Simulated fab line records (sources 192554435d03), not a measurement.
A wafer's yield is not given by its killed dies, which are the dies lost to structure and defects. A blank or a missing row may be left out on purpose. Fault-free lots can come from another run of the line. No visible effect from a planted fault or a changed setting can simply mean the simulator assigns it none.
Chamber matching	flow n5_finfet	rie_diel-05 running N5_SDB_ETCH_18: 4 sister chambers
The step etches SOC in N2/H2, target depth 100 nm, overetch 20 nm, time 150 s. 8 wafers are shown with their chamber, then 11 later ones without.

## WAFERS PAIRED WITH THEIR CHAMBERS
wafer	chamber	showerhead_plenum_p_Torr (Torr)	throttle_valve_pct (%)
L076.3	2	2.59	17.60
L082.2	2	2.58	17.67
L082.3	1	2.65	17.94
L082.6	0	2.70	17.38
L085.2	1	2.65	17.97
L086.2	0	2.70	17.37
L086.6	3	2.47	17.60
L087.1	3	2.47	17.59

## WAFERS WITHOUT THEIR CHAMBER
wafer	showerhead_plenum_p_Torr (Torr)	throttle_valve_pct (%)
L087.2	2.58	17.67
L087.3	2.65	17.95
L088.1	2.70	17.39
L088.4	2.47	17.59
L088.5	2.58	17.68
L092.1	2.64	17.98
L092.2	2.69	17.41
L092.3	2.46	17.61
L097.2	2.46	17.62
L097.3	2.64	18.01
L097.6	2.57	17.72

## WHICH CHAMBER EACH ONE RAN IN
wafer	from the rows above	in truth
L087.2	2	2
L087.3	1	1
L088.1	0	0
L088.4	3	3
L088.5	2	2
L092.1	1	1
L092.2	0	0
L092.3	3	3
L097.2	3	3
L097.3	1	1
L097.6	2	2
Correct placement for 11 of the 11. Can't be placed from these rows: 0. Wrongly placed: 0.
How it was worked out, from the rows above alone: a wafer's distance from a chamber is the root of the sum, over the readings, of the square of ((its reading less the chamber's mean) divided by the reading's scatter). If the next closest chamber is less than 2 further off than the closest, the wafer can't be placed; otherwise it belongs to the closest. Each chamber's mean is taken over the wafers shown for it. The scatter: the root of (the sum of the squares of (reading less its chamber's mean) over the shown wafers, divided by (wafers less chambers)).
